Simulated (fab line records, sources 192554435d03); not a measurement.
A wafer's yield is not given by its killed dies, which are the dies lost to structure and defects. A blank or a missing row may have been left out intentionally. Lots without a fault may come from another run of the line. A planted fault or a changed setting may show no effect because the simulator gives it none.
fab line records	flow n5Finfet
record lots=24	wafers=72	lastDay=19
route steps=1938 shown BEOL_M11@1590 BEOL_M12@1615 BEOL_M13@1675
lots with no fault: from the same line, run without faults
startH: hours from the record's first day to the start of the lot's first wafer shown	waitH: time in hours since the lot's previous step	" as in the row above	L1.1+2: several wafers, shown together as one row	- value missing, or start not given	* or withheld: withheld	< > ~ a bound
route shown NAME@n: NAME is a module with steps in the file, n the number in the route of the first one	usual: the fault-free wafers' mean and standard deviation	same: alike in all rows	chamber/n: place in a boat	sites: each site's reading	_std_site: standard deviation across them	_edge_site: outer sites' mean less inner sites'	radiusMm: how far each site lies from the wafer's centre	mask NAME#n: copy n	behind: the most recent tool/chamber to have shaped the wafer	hold: the reason the lot was held/the length of the hold in hours/how it ended	device: the transistor (n, p or np) that didn't switch	end of line: the same wafers' tests at the end of the route	for a step that has no rows: nothing shown but its recipe	killed: dies lost to structure and defects at the first sort, not the wafer's yield	map: shows each die of a wafer: x if killed, . if not, _ if none is there
set.NAME: the setting the step ran with; set.NAME@STEP: the setting that earlier step ran with	model.NAME: the simulator's own value behind a step, which no gauge read
the route's steps for a sample of lots (tables are steps, rows are wafers)
services: from which hour (startH, from the record's first day; less than 0 if before it) a tool's chamber was out of use, for how many hours, and why
## steps
# step N5_BEOL_M11_ALD_74
# recipe material=TaN	targetThkA=20	tempC=275	aldPrecursorFamily=PDMAT	aldCoReactant=NH3	pressureTorr=3	carrierFlowSccm=1500	pulseTimeS=2	purgeTimeS=3	coReactantPurgeTimeS=2	coReactantPulseTimeS=3	aldCycles=40	precursorVesselTempC=75	precursorVesselPressureTorr=26.25	precursorVesselCarrierSccm=1000
# usual heaterPowerW=415/48	precursorVesselTempC=75.02/0.13
# same coReactantPulseTimeS=3
lot.wafer	tool	chamber	startH	waitH	heaterPowerW	precursorVesselTempC
L074.1	aldMetal-04	0	227.27	0.1	492	74.88
L074.3	"	2	"	"	532	75.13
L074.5	"	1	"	"	436	75.09
L076.1	aldMetal-03	2	248.27	0.1	386	75.03
L076.4	"	1	"	"	422	74.93
L076.6	"	1	"	"	426	75.13
L077.1	aldMetal-04	1	248.39	0.1	436	75.04
L077.4	"	2	"	"	536	74.95
L077.6	"	2	"	"	546	74.99
L075.2	aldMetal-04	3	258.25	0.0	404	75.20
L075.4	"	0	"	"	484	75.09
L075.6	"	2	"	"	539	74.80
L078.2	aldMetal-02	0	267.99	0.1	404	74.91
L078.4	"	2	"	"	392	75.33
L078.6	"	2	"	"	382	75.10
L080.1	aldMetal-02	3	287.23	0.0	393	75.02
L080.3	"	1	"	"	370	74.90
L080.5	"	2	"	"	370	74.98
L082.1	aldMetal-03	0	293.95	0.0	368	74.91
L082.4	"	3	"	"	408	74.75
L082.5	"	0	"	"	361	74.86
L079.2	aldMetal-02	3	294.98	0.0	397	75.20
L079.3	"	0	"	"	406	75.30
L079.5	"	1	"	"	372	75.02
L081.1	aldMetal-04	1	295.17	0.1	437	75.14
L081.2	"	2	"	"	532	75.24
L081.6	"	3	"	"	408	74.97
L083.2	aldMetal-03	3	297.29	0.0	406	75.10
L083.4	"	2	"	"	389	74.93
L083.6	"	1	"	"	419	74.93
L085.2	aldMetal-03	0	317.24	0.1	367	74.90
L085.5	"	0	"	"	362	75.07
L085.6	"	3	"	"	404	75.07
L084.2	aldMetal-04	1	319.98	0.0	440	75.02
L084.5	"	3	"	"	396	74.88
L084.6	"	0	"	"	474	74.93
L087.2	aldMetal-03	1	324.61	0.0	412	75.11
L087.3	"	2	"	"	384	75.23
L087.6	"	1	"	"	420	75.10
L088.2	aldMetal-04	1	324.75	0.1	438	74.98
L088.3	"	2	"	"	520	74.96
L088.4	"	3	"	"	411	75.08
L086.1	aldMetal-02	2	328.04	0.1	377	74.94
L086.3	"	3	"	"	412	74.98
L086.5	"	1	"	"	389	75.00
L089.1	aldMetal-04	2	328.36	0.0	523	75.18
L089.4	"	1	"	"	439	74.88
L089.6	"	1	"	"	432	75.00
L090.3	aldMetal-04	3	333.97	0.0	407	75.10
L090.4	"	1	"	"	431	75.08
L090.6	"	3	"	"	412	75.13
L091.2	aldMetal-04	0	342.85	0.0	485	74.96
L091.5	"	2	"	"	518	74.82
L091.6	"	3	"	"	395	74.82
L092.3	aldMetal-02	1	350.59	0.2	378	75.13
L092.5	"	2	"	"	378	74.98
L092.6	"	1	"	"	380	75.04
L093.2	aldMetal-02	2	365.77	0.0	376	74.92
L093.3	"	3	"	"	396	75.02
L093.4	"	0	"	"	395	75.11
L095.2	aldMetal-02	2	382.02	0.0	371	74.92
L095.5	"	3	"	"	402	74.97
L095.6	"	2	"	"	380	74.91
L094.3	aldMetal-02	3	382.77	0.0	401	75.00
L094.5	"	0	"	"	402	74.84
L094.6	"	1	"	"	372	75.21
L096.1	aldMetal-03	3	387.75	0.0	399	75.09
L096.2	"	2	"	"	370	75.00
L096.5	"	3	"	"	381	74.87
L097.3	aldMetal-02	1	403.09	0.1	372	75.31
L097.4	"	2	"	"	386	75.04
L097.5	"	3	"	"	403	74.94
# step N5_BEOL_M11_RS_MEAS_57
# recipe thkMeasGauge=four-point-probe	reads=Cu_of_BEOL_M11_ECD_50+Co_of_BEOL_M11_CVD_75+TaN_of_BEOL_M11_ALD_74
# usual M11_RS=0.152/0.0036
lot.wafer	tool	chamber	startH	waitH	M11_RS[ohm/sq]
L074.1	filmMetro-01	-	230.66	0.1	0.149
L074.3	"	-	"	"	0.153
L074.5	"	-	"	"	0.151
L076.1	filmMetro-01	-	251.46	0.0	0.154
L076.4	"	-	"	"	0.155
L076.6	"	-	"	"	0.154
L077.1	filmMetro-01	-	251.60	0.0	0.146
L077.4	"	-	"	"	0.150
L077.6	"	-	"	"	0.149
L075.2	filmMetro-01	-	260.34	0.0	0.152
L075.4	"	-	"	"	0.143
L075.6	"	-	"	"	0.154
L078.2	filmMetro-02	-	269.47	0.0	0.155
L078.4	"	-	"	"	0.152
L078.6	"	-	"	"	0.158
L080.1	filmMetro-02	-	288.86	0.0	0.152
L080.3	"	-	"	"	0.148
L080.5	"	-	"	"	0.152
L082.1	filmMetro-01	-	295.45	0.0	0.153
L082.4	"	-	"	"	0.151
L082.5	"	-	"	"	0.150
L079.2	filmMetro-02	-	296.70	0.0	0.154
L079.3	"	-	"	"	0.150
L079.5	"	-	"	"	0.155
L081.1	filmMetro-01	-	297.99	0.0	0.154
L081.2	"	-	"	"	0.153
L081.6	"	-	"	"	0.156
L083.2	filmMetro-01	-	298.77	0.1	0.152
L083.4	"	-	"	"	0.151
L083.6	"	-	"	"	0.152
L085.2	filmMetro-02	-	320.01	0.0	0.147
L085.5	"	-	"	"	0.152
L085.6	"	-	"	"	0.154
L084.2	filmMetro-01	-	321.54	0.0	0.150
L084.5	"	-	"	"	0.153
L084.6	"	-	"	"	0.151
L087.2	filmMetro-02	-	326.28	0.0	0.154
L087.3	"	-	"	"	0.144
L087.6	"	-	"	"	0.150
L088.2	filmMetro-02	-	326.55	0.0	0.148
L088.3	"	-	"	"	0.152
L088.4	"	-	"	"	0.153
L086.1	filmMetro-02	-	329.55	0.0	0.154
L086.3	"	-	"	"	0.150
L086.5	"	-	"	"	0.154
L089.1	filmMetro-02	-	330.02	0.1	0.149
L089.4	"	-	"	"	0.155
L089.6	"	-	"	"	0.151
L090.3	filmMetro-01	-	336.13	0.0	0.153
L090.4	"	-	"	"	0.142
L090.6	"	-	"	"	0.155
L091.2	filmMetro-02	-	344.64	0.0	0.147
L091.5	"	-	"	"	0.151
L091.6	"	-	"	"	0.146
L092.3	filmMetro-01	-	352.82	0.0	0.160
L092.5	"	-	"	"	0.158
L092.6	"	-	"	"	0.155
L093.2	filmMetro-02	-	367.33	0.0	0.149
L093.3	"	-	"	"	0.147
L093.4	"	-	"	"	0.152
L095.2	filmMetro-01	-	383.53	0.0	0.157
L095.5	"	-	"	"	0.154
L095.6	"	-	"	"	0.159
L094.3	filmMetro-01	-	384.35	0.0	0.148
L094.5	"	-	"	"	0.155
L094.6	"	-	"	"	0.156
L096.1	filmMetro-01	-	389.61	0.0	0.150
L096.2	"	-	"	"	0.155
L096.5	"	-	"	"	0.150
L097.3	filmMetro-01	-	404.76	0.0	0.154
L097.4	"	-	"	"	0.154
L097.5	"	-	"	"	0.152
# step N5_BEOL_M12_DESCUM_15
# recipe chemistry=O2	timeS=7.9	sourcePowerW=50	biasPowerW=20	pressureMtorr=20	rfFrequencyHz=2.712e+07	tempC=40	o2FlowSccm=225
# usual drypumpMotorCurrentA=5.5/0.35	oesProductAu=0.76/0.082	rfVppV=243.0/1.2	showerheadPlenumPTorr=2.07/0.07	tempC=40.00/0.12	throttleValvePct=20.58/0.25
lot.wafer	tool	chamber	startH	waitH	drypumpMotorCurrentA	oesProductAu	rfHoursCounterH	rfVppV	showerheadPlenumPTorr	tempC	throttleValvePct
L074.1	rieDiel-01	3	231.25	0.0	5.7	0.73	204	242.1	2.06	39.89	20.62
L074.3	"	1	"	"	5.7	0.88	46	243.8	2.12	40.02	20.29
L074.5	"	0	"	"	5.7	0.82	-	243.5	2.11	40.33	20.56
L076.1	rieDiel-02	3	252.20	0.1	5.1	0.72	207	243.7	2.18	39.82	21.03
L076.4	"	0	"	"	6.2	0.76	181	243.8	2.00	40.15	20.32
L076.6	"	2	"	"	5.3	0.70	-	242.3	1.98	39.71	20.94
L077.1	rieDiel-06	0	252.28	0.1	5.2	0.68	233	244.3	2.17	40.08	20.97
L077.4	"	3	"	"	5.9	0.73	196	242.0	1.99	40.01	20.51
L077.6	"	1	"	"	5.2	0.93	-	242.9	2.03	39.94	20.18
L075.2	rieDiel-01	2	261.05	0.0	5.7	0.77	126	243.5	2.11	39.88	20.64
L075.4	"	3	"	"	5.7	0.73	214	244.0	2.06	39.92	20.62
L075.6	"	2	"	"	5.7	0.78	-	243.8	2.11	40.02	20.66
L078.2	rieDiel-02	0	270.34	0.2	6.1	0.75	187	242.8	1.99	39.95	20.32
L078.4	"	1	"	"	5.2	0.74	174	243.8	2.10	39.94	20.58
L078.6	"	0	"	"	6.1	0.74	-	244.0	1.99	39.82	20.33
L080.1	rieDiel-06	0	289.45	0.0	5.2	0.68	247	243.8	2.17	40.03	21.01
L080.3	"	1	"	"	5.2	0.90	36	242.2	2.03	40.04	20.19
L080.5	"	3	"	"	5.9	0.73	-	240.8	1.98	40.05	20.55
L082.1	rieDiel-06	2	296.04	0.0	5.1	0.67	240	244.1	2.13	39.90	20.47
L082.4	"	0	"	"	5.2	0.68	249	244.2	2.16	39.79	21.01
L082.5	"	2	"	"	5.1	0.67	-	245.1	2.13	39.98	20.46
L079.2	rieDiel-06	3	297.33	0.0	5.9	0.72	212	242.5	1.98	40.13	20.55
L079.3	"	2	"	"	5.1	0.67	240	243.9	2.13	39.95	20.47
L079.5	"	3	"	"	5.9	0.72	-	242.3	1.98	40.18	20.52
L081.1	rieDiel-01	0	299.26	0.5	5.7	0.78	113	242.7	2.10	39.93	20.57
L081.2	"	1	"	"	5.7	0.84	69	244.4	2.11	39.95	20.32
L081.6	"	2	"	"	5.7	0.76	-	243.8	2.10	39.85	20.66
L083.2	rieDiel-02	0	299.50	0.1	6.2	0.73	196	241.7	1.99	39.92	20.34
L083.4	"	3	"	"	5.1	0.70	222	243.3	2.17	40.01	21.04
L083.6	"	3	"	"	5.1	0.71	-	244.8	2.17	39.80	21.05
L085.2	rieDiel-06	0	320.59	0.0	5.2	0.68	258	244.3	2.16	40.10	21.01
L085.5	"	1	"	"	5.2	0.89	-	243.2	2.02	40.17	20.20
L085.6	"	0	"	"	5.2	0.67	-	242.6	2.16	40.06	21.03
L084.2	rieDiel-02	0	322.26	0.0	6.1	0.73	205	242.5	1.99	39.93	20.34
L084.5	"	1	"	"	5.2	0.72	-	241.8	2.09	39.94	20.61
L084.6	"	0	"	"	6.2	0.73	-	241.3	1.99	40.00	20.35
L087.2	rieDiel-01	1	326.87	0.0	5.8	0.83	78	244.1	2.10	39.75	20.33
L087.3	"	3	"	"	5.7	0.71	236	242.5	2.05	40.09	20.65
L087.6	"	2	"	"	5.6	0.76	-	243.1	2.10	40.32	20.68
L088.2	rieDiel-06	1	327.47	0.2	5.1	0.88	48	243.6	2.02	40.21	20.21
L088.3	"	3	"	"	5.9	0.72	223	241.8	1.98	39.93	20.58
L088.4	"	2	"	"	5.1	0.67	-	243.8	2.13	40.02	20.47
L086.1	rieDiel-02	1	330.18	0.0	5.2	0.72	197	243.6	2.09	40.01	20.63
L086.3	"	3	"	"	5.1	0.70	234	242.9	2.17	39.95	21.07
L086.5	"	0	"	"	6.1	0.72	-	242.1	1.99	39.92	20.35
L089.1	rieDiel-06	1	330.74	0.0	5.2	0.88	50	242.6	2.02	39.99	20.20
L089.4	"	3	"	"	5.9	0.72	-	241.2	1.98	39.89	20.55
L089.6	"	2	"	"	5.1	0.66	-	244.9	2.13	40.07	20.46
L090.3	rieDiel-02	2	336.84	0.0	5.3	0.67	250	242.2	1.97	39.83	21.02
L090.4	"	1	"	"	5.3	0.72	199	242.2	2.09	39.93	20.63
L090.6	"	2	"	"	5.3	0.67	-	241.3	1.97	39.97	21.00
L091.2	rieDiel-01	3	345.35	0.0	5.7	0.70	242	241.9	2.05	40.10	20.66
L091.5	"	1	"	"	5.7	0.82	-	242.5	2.10	39.88	20.36
L091.6	"	2	"	"	5.6	0.75	-	244.0	2.10	39.95	20.68
L092.3	rieDiel-06	3	353.53	0.0	5.9	0.71	234	241.9	1.97	39.91	20.58
L092.5	"	1	"	"	5.2	0.87	-	242.2	2.02	40.06	20.24
L092.6	"	2	"	"	5.1	0.66	-	242.5	2.13	40.31	20.48
L093.2	rieDiel-01	2	368.70	0.0	5.7	0.73	163	242.7	2.09	39.82	20.70
L093.3	"	1	"	"	5.7	0.82	94	244.3	2.10	40.01	20.37
L093.4	"	2	"	"	5.6	0.74	-	242.8	2.09	39.86	20.69
L095.2	rieDiel-06	0	384.29	0.0	5.2	0.95	7	245.3	2.16	40.06	20.58
L095.5	"	0	"	"	5.2	0.96	-	244.8	2.16	39.95	20.57
L095.6	"	1	"	"	5.2	0.85	-	242.4	2.01	40.09	20.25
L094.3	rieDiel-02	2	385.21	0.1	5.3	0.95	7	246.7	2.23	40.01	20.66
L094.5	"	0	"	"	6.2	0.72	-	240.4	1.98	40.17	20.39
L094.6	"	1	"	"	5.2	0.72	-	242.8	2.08	39.89	20.63
L096.1	rieDiel-02	0	390.30	0.1	6.2	0.70	232	242.1	1.98	40.16	20.38
L096.2	"	1	"	"	5.2	0.71	218	242.9	2.08	39.93	20.64
L096.5	"	2	"	"	5.3	0.94	-	245.3	2.23	40.11	20.67
L097.3	rieDiel-01	3	405.52	0.0	5.7	0.96	8	242.7	2.04	39.92	20.33
L097.4	"	1	"	"	5.7	0.80	110	244.0	2.09	39.95	20.39
L097.5	"	0	"	"	5.7	0.75	-	242.9	2.09	39.87	20.63
# step N5_BEOL_M12_STRIP_63
# recipe chemistry=N2/H2	powerW=1000	tempC=250	h2Frac=0.65	overashFraction=0.3	pressureMtorr=1000	n2FlowSccm=1750	h2FlowSccm=3250
# usual drypumpMotorCurrentA=5.22/0.25	heaterPowerW=345/40	oesProductAu=0.693/0.0046	stripTimeToEndpointS=42.5/0.8	tempC=250.01/0.2
lot.wafer	tool	chamber	startH	waitH	drypumpMotorCurrentA	heaterPowerW	oesProductAu	rfHoursCounterH	stripTimeToEndpointS	tempC
L074.1	plasmaAsher-02	0	231.53	-	5.38	384	0.694	120	42.6	250.04
L074.3	"	1	"	"	5.19	354	0.690	-	43.3	250.16
L074.5	"	1	"	"	5.19	364	0.692	-	42.7	249.74
L076.1	plasmaAsher-02	1	252.49	-	5.16	352	0.696	123	42.9	249.91
L076.4	"	1	"	"	5.16	359	0.690	-	42.2	250.08
L076.6	"	0	"	"	5.37	395	0.698	-	42.2	249.61
L077.1	plasmaAsher-01	0	252.57	-	4.81	331	0.697	71	43.6	249.94
L077.4	"	0	"	"	4.82	329	0.687	-	42.3	249.97
L077.6	"	1	"	"	5.47	286	0.685	-	41.3	249.88
L075.2	plasmaAsher-02	1	261.33	-	5.18	353	0.689	126	42.1	250.04
L075.4	"	0	"	"	5.40	393	0.696	-	40.4	250.10
L075.6	"	1	"	"	5.21	355	0.692	-	40.8	250.59
L078.2	plasmaAsher-02	0	270.63	-	5.37	387	0.698	127	43.1	250.13
L078.4	"	0	"	"	5.38	401	0.686	-	41.8	250.31
L078.6	"	0	"	"	5.36	398	0.685	-	42.5	250.24
L080.1	plasmaAsher-01	1	289.74	-	5.48	289	0.692	78	43.5	249.88
L080.3	"	1	"	"	5.46	285	0.689	-	42.6	250.08
L080.5	"	0	"	"	4.81	345	0.696	-	42.4	249.69
L082.1	plasmaAsher-02	0	296.32	-	5.39	391	0.690	134	44.3	250.14
L082.4	"	1	"	"	5.21	348	0.702	-	43.1	249.98
L082.5	"	0	"	"	5.40	385	0.691	-	42.4	250.00
L079.2	plasmaAsher-02	1	297.62	-	5.19	361	0.694	134	41.2	249.69
L079.3	"	0	"	"	5.38	395	0.695	-	41.6	250.14
L079.5	"	0	"	"	5.39	407	0.690	-	41.5	249.85
L081.1	plasmaAsher-02	0	299.84	-	5.37	398	0.697	135	42.2	249.93
L081.2	"	1	"	"	5.17	354	0.693	135	42.4	250.37
L081.6	"	0	"	"	5.37	397	0.687	-	42.4	250.30
L083.2	plasmaAsher-02	1	299.96	-	5.18	359	0.690	135	42.9	249.83
L083.4	"	1	"	"	5.18	350	0.688	-	42.5	249.77
L083.6	"	1	"	"	5.19	350	0.690	-	42.4	249.85
L085.2	plasmaAsher-02	0	320.88	-	5.38	394	0.689	138	43.3	250.16
L085.5	"	0	"	"	5.39	394	0.692	-	41.7	250.36
L085.6	"	1	"	"	5.17	360	0.693	-	42.5	249.72
L084.2	plasmaAsher-01	0	322.55	-	4.77	331	0.699	84	43.1	249.88
L084.5	"	0	"	"	4.79	337	0.689	-	42.9	249.61
L084.6	"	1	"	"	5.45	286	0.691	-	42.2	249.68
L087.2	plasmaAsher-02	1	327.15	-	5.18	351	0.701	139	43.0	250.21
L087.3	"	0	"	"	5.39	398	0.694	-	42.1	249.86
L087.6	"	1	"	"	5.18	351	0.701	-	42.2	249.98
L088.2	plasmaAsher-01	0	327.76	-	4.83	342	0.695	85	43.3	249.87
L088.3	"	1	"	"	5.49	284	0.694	-	43.1	249.88
L088.4	"	0	"	"	4.83	333	0.685	-	42.5	249.75
L086.1	plasmaAsher-01	0	330.48	-	4.82	331	0.693	86	44.8	249.95
L086.3	"	0	"	"	4.81	332	0.697	-	43.5	249.99
L086.5	"	0	"	"	4.81	338	0.691	-	43.0	250.05
L089.1	plasmaAsher-01	0	331.03	-	4.81	330	0.691	86	42.8	249.89
L089.4	"	1	"	"	5.49	281	0.697	-	41.8	250.12
L089.6	"	1	"	"	5.47	282	0.691	-	42.3	250.10
L090.3	plasmaAsher-01	0	337.15	-	4.79	331	0.684	-	43.2	250.32
L090.4	"	1	"	"	5.46	279	0.693	-	42.4	250.30
L090.6	"	0	"	"	4.80	332	0.698	-	42.6	250.21
L091.2	plasmaAsher-02	1	345.63	-	5.16	347	0.696	143	42.3	249.93
L091.5	"	1	"	"	5.18	361	0.696	-	41.7	250.03
L091.6	"	0	"	"	5.38	392	0.690	-	41.0	250.05
L092.3	plasmaAsher-01	1	353.84	-	5.49	287	0.688	-	42.1	250.05
L092.5	"	0	"	"	4.81	337	0.692	-	41.9	250.15
L092.6	"	1	"	"	5.48	282	0.694	-	42.1	249.91
L093.2	plasmaAsher-01	1	368.98	-	5.50	286	0.692	94	43.0	250.32
L093.3	"	1	"	"	5.49	293	0.701	-	42.1	250.26
L093.4	"	0	"	"	4.83	334	0.696	-	42.3	250.39
L095.2	plasmaAsher-02	0	384.58	-	5.39	396	0.690	152	42.5	249.91
L095.5	"	0	"	"	5.41	387	0.698	-	42.2	250.04
L095.6	"	1	"	"	5.20	353	0.692	-	42.2	249.70
L094.3	plasmaAsher-02	0	385.51	-	5.39	397	0.690	-	42.2	250.19
L094.5	"	0	"	"	5.37	401	0.701	-	43.0	250.37
L094.6	"	1	"	"	5.16	356	0.697	-	43.3	250.23
L096.1	plasmaAsher-01	1	390.59	-	5.45	285	0.701	97	43.3	250.06
L096.2	"	0	"	"	4.83	338	0.699	97	43.0	250.10
L096.5	"	1	"	"	5.47	284	0.684	-	40.3	249.87
L097.3	plasmaAsher-01	1	405.82	-	5.46	289	0.697	-	41.2	250.19
L097.4	"	0	"	"	4.81	337	0.694	-	43.2	250.32
L097.5	"	1	"	"	5.46	287	0.695	-	42.3	250.06
# step N5_BEOL_M12_THK_MEAS_50
# recipe thkMeasGauge=xrf	reads=Cu_of_BEOL_M12_ECD_47
# usual M12_THK=322/5.7
lot.wafer	tool	chamber	startH	waitH	M12_THK[nm]
L074.1	filmMetro-01	-	235.88	-	324
L074.3	"	-	"	"	327
L074.5	"	-	"	"	321
L076.1	filmMetro-02	-	255.72	-	321
L076.4	"	-	"	"	320
L076.6	"	-	"	"	325
L077.1	filmMetro-02	-	256.05	-	327
L077.4	"	-	"	"	329
L077.6	"	-	"	"	335
L075.2	filmMetro-02	-	265.42	-	316
L075.4	"	-	"	"	319
L075.6	"	-	"	"	318
L078.2	filmMetro-01	-	277.54	-	318
L078.4	"	-	"	"	325
L078.6	"	-	"	"	313
L080.1	filmMetro-01	-	293.94	-	323
L080.3	"	-	"	"	312
L080.5	"	-	"	"	327
L082.1	filmMetro-02	-	299.46	-	322
L082.4	"	-	"	"	332
L082.5	"	-	"	"	331
L079.2	filmMetro-01	-	300.31	-	322
L079.3	"	-	"	"	319
L079.5	"	-	"	"	331
L081.1	filmMetro-02	-	302.45	-	324
L081.2	"	-	"	"	316
L081.6	"	-	"	"	326
L083.2	filmMetro-02	-	303.11	-	314
L083.4	"	-	"	"	321
L083.6	"	-	"	"	331
L085.2	filmMetro-01	-	325.81	-	316
L085.5	"	-	"	"	327
L085.6	"	-	"	"	316
L084.2	filmMetro-01	-	326.36	-	318
L084.5	"	-	"	"	313
L084.6	"	-	"	"	319
L087.2	filmMetro-01	-	333.97	-	326
L087.3	"	-	"	"	322
L087.6	"	-	"	"	331
L088.2	filmMetro-01	-	335.08	-	323
L088.3	"	-	"	"	316
L088.4	"	-	"	"	321
L086.1	filmMetro-02	-	335.12	-	317
L086.3	"	-	"	"	325
L086.5	"	-	"	"	327
L089.1	filmMetro-02	-	336.60	-	322
L089.4	"	-	"	"	321
L089.6	"	-	"	"	318
L090.3	filmMetro-01	-	341.76	-	319
L090.4	"	-	"	"	324
L090.6	"	-	"	"	324
L091.2	filmMetro-02	-	348.86	-	332
L091.5	"	-	"	"	329
L091.6	"	-	"	"	317
L092.3	filmMetro-01	-	360.00	-	315
L092.5	"	-	"	"	315
L092.6	"	-	"	"	318
L093.2	filmMetro-02	-	372.36	-	328
L093.3	"	-	"	"	324
L093.4	"	-	"	"	328
L095.2	filmMetro-02	-	387.34	-	333
L095.5	"	-	"	"	317
L095.6	"	-	"	"	324
L094.3	filmMetro-02	-	389.89	-	326
L094.5	"	-	"	"	318
L094.6	"	-	"	"	329
L096.1	filmMetro-02	-	393.32	-	324
L096.2	"	-	"	"	314
L096.5	"	-	"	"	332
L097.3	filmMetro-01	-	408.87	-	326
L097.4	"	-	"	"	317
L097.5	"	-	"	"	324
# step N5_BEOL_M13_STRIP_63
# recipe chemistry=N2/H2	powerW=1000	tempC=250	h2Frac=0.65	overashFraction=0.3	pressureMtorr=1000	n2FlowSccm=1750	h2FlowSccm=3250
# usual drypumpMotorCurrentA=5.23/0.23	heaterPowerW=348/40	oesProductAu=0.675/0.0051	stripTimeToEndpointS=28.1/1.1	tempC=250.03/0.18
lot.wafer	tool	chamber	startH	waitH	drypumpMotorCurrentA	heaterPowerW	oesProductAu	rfHoursCounterH	stripTimeToEndpointS	tempC
L074.1	plasmaAsher-02	1	237.06	-	5.18	355	0.680	121	28.0	250.37
L074.3	"	1	"	"	5.18	359	0.692	-	29.1	250.22
L074.5	"	1	"	"	5.17	355	0.682	-	27.5	250.18
L076.1	plasmaAsher-01	0	256.96	-	4.82	327	0.680	72	26.3	249.91
L076.4	"	0	"	"	4.84	332	0.670	-	26.1	249.98
L076.6	"	0	"	"	4.83	335	0.669	-	26.1	249.90
L077.1	plasmaAsher-02	1	257.28	-	5.18	360	0.670	124	28.3	249.93
L077.4	"	1	"	"	5.18	350	0.684	-	28.3	249.82
L077.6	"	1	"	"	5.16	360	0.673	-	28.0	250.02
L075.2	plasmaAsher-01	0	266.59	-	4.84	335	0.678	74	28.9	249.72
L075.4	"	0	"	"	4.82	333	0.679	-	27.2	249.77
L075.6	"	1	"	"	5.47	290	0.680	-	26.7	249.74
L078.2	plasmaAsher-02	1	278.71	-	5.17	355	0.678	129	27.7	249.59
L078.4	"	1	"	"	5.16	361	0.670	-	26.8	249.72
L078.6	"	1	"	"	5.18	350	0.676	-	27.2	249.60
L080.1	plasmaAsher-01	1	295.34	-	5.44	272	0.685	79	29.6	250.09
L080.3	"	0	"	"	4.83	332	0.674	-	29.3	249.82
L080.5	"	1	"	"	5.44	288	0.676	-	28.5	250.12
L082.1	plasmaAsher-02	1	300.51	-	5.17	361	0.681	135	28.1	250.25
L082.4	"	1	"	"	5.18	355	0.677	-	27.1	250.39
L082.5	"	0	"	"	5.39	395	0.668	-	27.1	250.18
L079.2	plasmaAsher-02	0	301.49	-	5.40	395	0.673	135	30.2	250.14
L079.3	"	0	"	"	5.40	406	0.676	-	28.7	250.36
L079.5	"	1	"	"	5.16	356	0.674	-	29.6	250.23
L081.1	plasmaAsher-02	0	303.62	-	5.39	396	0.661	136	26.7	249.95
L081.2	"	1	"	"	5.18	358	0.676	136	28.8	249.95
L081.6	"	1	"	"	5.19	350	0.673	-	27.0	249.73
L083.2	plasmaAsher-01	1	304.29	-	5.47	281	0.677	81	30.0	250.14
L083.4	"	0	"	"	4.80	331	0.683	-	28.9	249.64
L083.6	"	1	"	"	5.46	282	0.681	-	29.9	250.04
L085.2	plasmaAsher-01	1	326.86	-	5.48	288	0.676	85	28.5	250.08
L085.5	"	0	"	"	4.82	333	0.675	-	28.0	250.04
L085.6	"	1	"	"	5.46	282	0.680	-	28.4	250.21
L084.2	plasmaAsher-02	0	327.68	-	5.39	393	0.663	139	28.0	250.15
L084.5	"	0	"	"	5.38	393	0.674	-	27.5	250.10
L084.6	"	1	"	"	5.19	357	0.674	-	25.7	249.71
L087.2	plasmaAsher-02	0	335.15	-	5.40	403	0.675	141	28.7	249.92
L087.3	"	0	"	"	5.37	390	0.678	-	28.4	250.04
L087.6	"	0	"	"	5.39	397	0.670	-	27.6	250.33
L088.2	plasmaAsher-01	1	336.13	-	5.49	287	0.672	87	29.4	250.16
L088.3	"	0	"	"	4.81	341	0.675	-	28.0	250.34
L088.4	"	1	"	"	5.46	282	0.673	-	28.3	249.95
L086.1	plasmaAsher-01	1	336.46	-	5.48	283	0.671	87	28.4	249.96
L086.3	"	0	"	"	4.82	330	0.673	-	28.0	250.33
L086.5	"	0	"	"	4.82	339	0.674	-	26.8	249.88
L089.1	plasmaAsher-01	1	337.78	-	5.47	282	0.674	88	27.7	250.11
L089.4	"	0	"	"	4.79	333	0.673	-	28.6	250.36
L089.6	"	0	"	"	4.80	333	0.661	-	27.1	250.17
L090.3	plasmaAsher-02	0	342.96	-	5.40	400	0.687	-	30.5	250.07
L090.4	"	1	"	"	5.19	349	0.671	-	29.0	249.74
L090.6	"	0	"	"	5.38	397	0.679	-	27.8	249.93
L091.2	plasmaAsher-02	0	349.98	-	5.37	404	0.668	145	28.1	249.82
L091.5	"	0	"	"	5.38	380	0.671	-	25.8	250.07
L091.6	"	1	"	"	5.20	360	0.672	-	26.6	249.96
L092.3	plasmaAsher-02	1	361.26	-	5.19	360	0.671	-	28.3	250.17
L092.5	"	0	"	"	5.38	390	0.677	-	28.4	250.03
L092.6	"	1	"	"	5.19	361	0.671	-	28.3	250.03
L093.2	plasmaAsher-01	0	373.54	-	4.80	330	0.678	95	28.9	249.80
L093.3	"	1	"	"	5.46	283	0.676	-	29.1	250.18
L093.4	"	0	"	"	4.83	340	0.670	-	28.0	250.17
L095.2	plasmaAsher-02	1	388.65	-	5.18	357	0.671	153	28.9	250.10
L095.5	"	0	"	"	5.39	395	0.678	-	28.3	250.16
L095.6	"	1	"	"	5.20	350	0.672	-	27.6	250.17
L094.3	plasmaAsher-01	1	391.11	-	5.46	285	0.674	-	28.5	250.06
L094.5	"	0	"	"	4.84	341	0.675	-	26.8	250.05
L094.6	"	1	"	"	5.47	287	0.678	-	28.5	250.27
L096.1	plasmaAsher-02	1	394.71	-	5.20	356	0.670	154	29.8	249.92
L096.2	"	0	"	"	5.38	392	0.675	154	30.2	250.13
L096.5	"	1	"	"	5.19	354	0.669	-	27.8	250.20
L097.3	plasmaAsher-02	1	410.09	-	5.18	354	0.678	-	27.5	249.82
L097.4	"	0	"	"	5.38	396	0.675	-	27.0	250.31
L097.5	"	0	"	"	5.39	410	0.681	-	27.2	249.89
## services
tool	chamber	startH	hours	kind
aldMetal-02	2	210.49	16.6	repair
rieDiel-06	2	229.79	1.7	repair
plasmaAsher-01	-	268.83	4.3	repair
aldMetal-02	-	270.46	0.3	repair
aldMetal-03	1	292.37	3.8	repair
plasmaAsher-01	-	301.47	2.8	repair
aldMetal-02	0	302.41	19.9	repair
plasmaAsher-02	-	310.78	2.9	repair
rieDiel-02	2	312.22	9.2	repair
rieDiel-06	0	324.90	17.4	repair
rieDiel-06	3	332.84	3.2	repair
aldMetal-03	3	333.98	3.2	repair
aldMetal-03	-	337.25	14.0	pm
rieDiel-06	0	342.34	-	clean
rieDiel-06	0	342.34	-	consumableReplace:focusRing
rieDiel-06	0	342.34	26.0	scheduledDown
aldMetal-04	-	345.73	6.0	pm
rieDiel-02	1	370.46	5.3	repair
plasmaAsher-01	-	383.84	2.4	repair
aldMetal-02	-	384.50	8.7	pm
rieDiel-02	1	395.15	19.8	repair
plasmaAsher-02	-	395.72	1.8	repair
aldMetal-04	-	398.80	28.1	pm
rieDiel-01	0	400.75	3.4	repair
## key
fault none
